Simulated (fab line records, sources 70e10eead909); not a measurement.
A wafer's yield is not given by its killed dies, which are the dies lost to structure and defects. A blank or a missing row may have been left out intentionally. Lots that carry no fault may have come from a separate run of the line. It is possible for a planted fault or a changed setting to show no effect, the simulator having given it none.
Which tool did it? :: flow nand harc :: Sampling: 12 lots, 36 wafers, 5 of 1159 route steps

## WHAT THE GAUGES SHOWED, per wafer
NHARC_END_SORT_01. Usual: killed at array 29, standard deviation 9.4; killed at other 0.7, standard deviation 1.3; killed at periphery 2.9, standard deviation 2.1; killed dies 32, standard deviation 9; killed open 3.3, standard deviation 1.8; killed short 1.9, standard deviation 1.4.
lot: L714
measured: day 23 09:14
on: prober-01
killed at array: 640 614 645
killed at other: 6 7 4
killed at periphery: 4 3 1
killed dies: 650 624 650
killed open: 6 4 3
killed short: 3 2 1
flag: OFF

lot: L713
measured: day 24 05:20
on: prober-02
killed at array: 641 664 647
killed at other: 0 0 2
killed at periphery: 3 0 1
killed dies: 644 664 650
killed open: 2 0 4
killed short: 3 1 1
flag: OFF

## TOOL THAT RAN EACH LOT (tool first, then ch and the chambers of the sampled wafers, then the start)
lot: L699
NHARC_A_CONTACT_DEP_28: acl dep-03 ch 0, day 16 05:56
NHARC_A_CONTACT_ETCH_48: rie diel-12 ch 0,1,3, day 16 08:59
NHARC_A_CONTACT_ETCH_111: har cap etch-01 ch 0,1, day 16 10:13
NHARC_A_CONTACT_ETCH_112: har cap etch-01 ch 0,1, day 16 10:24

lot: L701
NHARC_A_CONTACT_DEP_28: acl dep-02 ch 0, day 17 09:45
NHARC_A_CONTACT_ETCH_48: rie diel-09 ch 0,1,3, day 17 12:05
NHARC_A_CONTACT_ETCH_111: har cap etch-02 ch 0,1, day 17 13:20
NHARC_A_CONTACT_ETCH_112: har cap etch-02 ch 0,1, day 17 13:30

lot: L703
NHARC_A_CONTACT_DEP_28: acl dep-03 ch 0, day 17 13:18
NHARC_A_CONTACT_ETCH_48: rie diel-12 ch 0,2, day 17 16:23
NHARC_A_CONTACT_ETCH_111: har cap etch-01 ch 0,1, day 17 17:34
NHARC_A_CONTACT_ETCH_112: har cap etch-01 ch 0,1, day 17 17:46

lot: L700
NHARC_A_CONTACT_DEP_28: acl dep-03 ch 0, day 17 16:11
NHARC_A_CONTACT_ETCH_48: rie diel-12 ch 1,3, day 17 18:52
NHARC_A_CONTACT_ETCH_111: har cap etch-03 ch 0,1, day 17 20:10
NHARC_A_CONTACT_ETCH_112: har cap etch-03 ch 0,1, day 17 20:20

lot: L704
NHARC_A_CONTACT_DEP_28: acl dep-03 ch 0, day 18 15:10
NHARC_A_CONTACT_ETCH_48: rie diel-12 ch 0,1,2, day 18 17:52
NHARC_A_CONTACT_ETCH_111: har cap etch-02 ch 0,1, day 18 19:04
NHARC_A_CONTACT_ETCH_112: har cap etch-02 ch 0,1, day 18 19:15

lot: L709
NHARC_A_CONTACT_DEP_28: acl dep-02 ch 0, day 18 21:01
NHARC_A_CONTACT_ETCH_48: rie diel-12 ch 0,1,2, day 19 00:14
NHARC_A_CONTACT_ETCH_111: har cap etch-01 ch 0,1, day 19 01:24
NHARC_A_CONTACT_ETCH_112: har cap etch-01 ch 0,1, day 19 01:37

lot: L714
NHARC_A_CONTACT_DEP_28: acl dep-02 ch 0, day 19 21:02
NHARC_A_CONTACT_ETCH_48: rie diel-12 ch 0,3, day 20 00:13
NHARC_A_CONTACT_ETCH_111: har cap etch-02 ch 0,1, day 20 01:25
NHARC_A_CONTACT_ETCH_112: har cap etch-02 ch 0,1, day 20 01:37

lot: L716
NHARC_A_CONTACT_DEP_28: acl dep-03 ch 0, day 20 11:09
NHARC_A_CONTACT_ETCH_48: rie diel-13 ch 0,3, day 20 13:35
NHARC_A_CONTACT_ETCH_111: har cap etch-02 ch 0,1, day 20 15:31
NHARC_A_CONTACT_ETCH_112: har cap etch-02 ch 0,1, day 20 15:41

lot: L718
NHARC_A_CONTACT_DEP_28: acl dep-03 ch 0, day 20 12:59
NHARC_A_CONTACT_ETCH_48: rie diel-13 ch 0,3, day 20 15:53
NHARC_A_CONTACT_ETCH_111: har cap etch-01 ch 1, day 20 17:47
NHARC_A_CONTACT_ETCH_112: har cap etch-01 ch 1, day 20 17:59

lot: L713
NHARC_A_CONTACT_DEP_28: acl dep-01 ch 0, day 20 14:43
NHARC_A_CONTACT_ETCH_48: rie diel-12 ch 1,2,3, day 20 17:13
NHARC_A_CONTACT_ETCH_111: har cap etch-03 ch 0,1, day 20 18:32
NHARC_A_CONTACT_ETCH_112: har cap etch-03 ch 0,1, day 20 18:43

lot: L715
NHARC_A_CONTACT_DEP_28: acl dep-02 ch 0, day 20 17:33
NHARC_A_CONTACT_ETCH_48: rie diel-09 ch 0,1,3, day 20 20:46
NHARC_A_CONTACT_ETCH_111: har cap etch-02 ch 0,1, day 20 21:56
NHARC_A_CONTACT_ETCH_112: har cap etch-02 ch 0,1, day 20 22:08

lot: L719
NHARC_A_CONTACT_DEP_28: acl dep-03 ch 0, day 21 01:43
NHARC_A_CONTACT_ETCH_48: rie diel-13 ch 2,3, day 21 04:56
NHARC_A_CONTACT_ETCH_111: har cap etch-02 ch 0,1, day 21 06:21
NHARC_A_CONTACT_ETCH_112: har cap etch-02 ch 0,1, day 21 06:33
- NHARC_A_CONTACT_DEP_28: deposits aC, target thk 3600 nm.
- NHARC_A_CONTACT_ETCH_48: etches the open film in CF4, target depth 39 nm, time 65 s.
- NHARC_A_CONTACT_ETCH_111: etches the open film in C4F8/O2/Ar, time 140 s, target depth 700 nm.
- NHARC_A_CONTACT_ETCH_112: etches the open film in C4F8/O2/Ar, time 94 s, target depth 922 nm.

## WHAT THE TOOLS THEMSELVES READ (means of the sampled wafers that have a number; where no wafer has one, the mark that the record gives instead)
NHARC_A_CONTACT_DEP_28. Usual: throttle valve pct reads 34.999 % (standard deviation 0.0094).
lot: L699
tool: acl dep-03
throttle valve pct (%): 35.005
flag: 

lot: L701
tool: acl dep-02
throttle valve pct (%): 35.006
flag: 

lot: L703
tool: acl dep-03
throttle valve pct (%): 35.008
flag: 

lot: L700
tool: acl dep-03
throttle valve pct (%): 34.997
flag: 

lot: L704
tool: acl dep-03
throttle valve pct (%): 34.999
flag: 

lot: L709
tool: acl dep-02
throttle valve pct (%): 34.992
flag: 

lot: L714
tool: acl dep-02
throttle valve pct (%): 35.005
flag: 

lot: L716
tool: acl dep-03
throttle valve pct (%): 35.005
flag: 

lot: L718
tool: acl dep-03
throttle valve pct (%): 35.001
flag: 

lot: L713
tool: acl dep-01
throttle valve pct (%): 34.994
flag: 

lot: L715
tool: acl dep-02
throttle valve pct (%): 34.996
flag: 

lot: L719
tool: acl dep-03
throttle valve pct (%): 34.989
flag: 

NHARC_A_CONTACT_ETCH_48. Usual: chamber pressure mTorr is 50.00 mTorr with standard deviation 0.043, drypump motor current A is 5.8 A with standard deviation 0.47, oes product au is 1.001 a.u. with standard deviation 0.0089, rf vpp V is 151.5 V with standard deviation 1.2, run length s is 86.2 s with standard deviation 0.42, showerhead plenum p Torr is 1.80 Torr with standard deviation 0.062, and throttle valve pct is 13.283 % with standard deviation 0.0092.
lot: L699
tool: rie diel-12
chamber pressure mTorr (mTorr): 49.98
drypump motor current A (A): 5.6
oes product au (a.u.): 0.998
rf vpp V (V): 151.3
run length s (s): 86.3
showerhead plenum p Torr (Torr): 1.81
throttle valve pct (%): 13.279
flag: 

lot: L701
tool: rie diel-09
chamber pressure mTorr (mTorr): 49.97
drypump motor current A (A): 5.9
oes product au (a.u.): 0.990
rf vpp V (V): 151.1
run length s (s): 86.6
showerhead plenum p Torr (Torr): 1.73
throttle valve pct (%): 13.278
flag: 

lot: L703
tool: rie diel-12
chamber pressure mTorr (mTorr): 50.02
drypump motor current A (A): 5.7
oes product au (a.u.): 1.010
rf vpp V (V): 152.0
run length s (s): 85.9
showerhead plenum p Torr (Torr): 1.79
throttle valve pct (%): 13.284
flag: 

lot: L700
tool: rie diel-12
chamber pressure mTorr (mTorr): 49.96
drypump motor current A (A): 5.9
oes product au (a.u.): 0.997
rf vpp V (V): 152.3
run length s (s): 86.4
showerhead plenum p Torr (Torr): 1.83
throttle valve pct (%): 13.290
flag: 

lot: L704
tool: rie diel-12
chamber pressure mTorr (mTorr): 49.99
drypump motor current A (A): 6.0
oes product au (a.u.): 0.997
rf vpp V (V): 152.0
run length s (s): 86.1
showerhead plenum p Torr (Torr): 1.82
throttle valve pct (%): 13.287
flag: 

lot: L709
tool: rie diel-12
chamber pressure mTorr (mTorr): 49.99
drypump motor current A (A): 6.0
oes product au (a.u.): 1.005
rf vpp V (V): 151.1
run length s (s): 86.3
showerhead plenum p Torr (Torr): 1.82
throttle valve pct (%): 13.281
flag: 

lot: L714
tool: rie diel-12
chamber pressure mTorr (mTorr): 50.04
drypump motor current A (A): 5.3
oes product au (a.u.): 1.003
rf vpp V (V): 151.1
run length s (s): 66.2
showerhead plenum p Torr (Torr): 1.78
throttle valve pct (%): 13.278
flag: OFF

lot: L716
tool: rie diel-13
chamber pressure mTorr (mTorr): 49.99
drypump motor current A (A): 5.6
oes product au (a.u.): 0.998
rf vpp V (V): 151.0
run length s (s): 86.3
showerhead plenum p Torr (Torr): 1.76
throttle valve pct (%): 13.282
flag: 

lot: L718
tool: rie diel-13
chamber pressure mTorr (mTorr): 50.01
drypump motor current A (A): 5.7
oes product au (a.u.): 0.998
rf vpp V (V): 151.6
run length s (s): 86.5
showerhead plenum p Torr (Torr): 1.77
throttle valve pct (%): 13.293
flag: 

lot: L713
tool: rie diel-12
chamber pressure mTorr (mTorr): 50.06
drypump motor current A (A): 5.9
oes product au (a.u.): 1.007
rf vpp V (V): 152.0
run length s (s): 66.3
showerhead plenum p Torr (Torr): 1.84
throttle valve pct (%): 13.281
flag: OFF

lot: L715
tool: rie diel-09
chamber pressure mTorr (mTorr): 49.98
drypump motor current A (A): 6.0
oes product au (a.u.): 0.995
rf vpp V (V): 151.8
run length s (s): 86.6
showerhead plenum p Torr (Torr): 1.81
throttle valve pct (%): 13.295
flag: 

lot: L719
tool: rie diel-13
chamber pressure mTorr (mTorr): 50.00
drypump motor current A (A): 6.0
oes product au (a.u.): 0.988
rf vpp V (V): 150.1
run length s (s): 86.4
showerhead plenum p Torr (Torr): 1.70
throttle valve pct (%): 13.284
flag: 

NHARC_A_CONTACT_ETCH_111. Usual: chamber pressure mTorr 20.001 mTorr, standard deviation 0.019; run length s 141.4 s, standard deviation 0.58.
lot: L699
tool: har cap etch-01
chamber pressure mTorr (mTorr): 19.990
run length s (s): 141.2
flag: 

lot: L701
tool: har cap etch-02
chamber pressure mTorr (mTorr): 20.007
run length s (s): 141.8
flag: 

lot: L703
tool: har cap etch-01
chamber pressure mTorr (mTorr): 19.987
run length s (s): 141.0
flag: 

lot: L700
tool: har cap etch-03
chamber pressure mTorr (mTorr): 20.017
run length s (s): 141.1
flag: 

lot: L704
tool: har cap etch-02
chamber pressure mTorr (mTorr): 19.985
run length s (s): 141.7
flag: 

lot: L709
tool: har cap etch-01
chamber pressure mTorr (mTorr): 20.001
run length s (s): 140.7
flag: 

lot: L714
tool: har cap etch-02
chamber pressure mTorr (mTorr): 20.005
run length s (s): 141.7
flag: 

lot: L716
tool: har cap etch-02
chamber pressure mTorr (mTorr): 19.988
run length s (s): 141.9
flag: 

lot: L718
tool: har cap etch-01
chamber pressure mTorr (mTorr): 20.010
run length s (s): 140.9
flag: 

lot: L713
tool: har cap etch-03
chamber pressure mTorr (mTorr): 20.013
run length s (s): 141.4
flag: 

lot: L715
tool: har cap etch-02
chamber pressure mTorr (mTorr): 20.003
run length s (s): 142.2
flag: 

lot: L719
tool: har cap etch-02
chamber pressure mTorr (mTorr): 20.002
run length s (s): 141.6
flag: 

NHARC_A_CONTACT_ETCH_112. Usual: chamber pressure mTorr reads 20.002 mTorr (standard deviation 0.017).
lot: L699
tool: har cap etch-01
chamber pressure mTorr (mTorr): 20.014
flag: 

lot: L701
tool: har cap etch-02
chamber pressure mTorr (mTorr): 20.011
flag: 

lot: L703
tool: har cap etch-01
chamber pressure mTorr (mTorr): 20.010
flag: 

lot: L700
tool: har cap etch-03
chamber pressure mTorr (mTorr): 20.009
flag: 

lot: L704
tool: har cap etch-02
chamber pressure mTorr (mTorr): 20.012
flag: 

lot: L709
tool: har cap etch-01
chamber pressure mTorr (mTorr): 20.010
flag: 

lot: L714
tool: har cap etch-02
chamber pressure mTorr (mTorr): 20.007
flag: 

lot: L716
tool: har cap etch-02
chamber pressure mTorr (mTorr): 19.995
flag: 

lot: L718
tool: har cap etch-01
chamber pressure mTorr (mTorr): 20.021
flag: 

lot: L713
tool: har cap etch-03
chamber pressure mTorr (mTorr): 20.009
flag: 

lot: L715
tool: har cap etch-02
chamber pressure mTorr (mTorr): 20.012
flag: 

lot: L719
tool: har cap etch-02
chamber pressure mTorr (mTorr): 20.023
flag: 

## THE ANSWER, worked out from the rows above alone
Rule: lot off if the mean of its wafers having a number is beyond 3 standard deviations from the usual mean. A lot without any number at a reading at which 4 lots or more have one is off too. All remaining lots with rows at the step are treated as sound. After the gauges, taken in route order, come the tools' own readings; for these a lot's mean is taken, as printed above. The first step at which some lot is off is used, and at that step the reading that is off furthest; a lot without a number counts as furthest.
Off: L714, L713, at NHARC_END_SORT_01 (killed dies). Neither off nor sound, because the step has no rows for them: L699, L701, L703, L700, L704, L709, L716, L718, L715, L719.
If a tool, at a process step before that reading, ran all the lots that are off and no sound lot after the first of them, it fits. Not tried: the gauges at NHARC_END_SORT_01; whatever is off there is also off at NHARC_A_CONTACT_ETCH_48, on other tools, and gauge error can't account for it. One candidate fits, namely rie diel-12 at NHARC_A_CONTACT_ETCH_48. It ran no sound lot before its first lot that is off in this sample, so the start can't be narrowed down.

## WHAT THE SIMULATOR HAD INSERTED
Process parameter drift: rie diel-12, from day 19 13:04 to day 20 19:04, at NHARC_A_CONTACT_ETCH_48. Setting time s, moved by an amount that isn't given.
Shown lots that were struck: L714, L713. The rule given above showed the same thing.
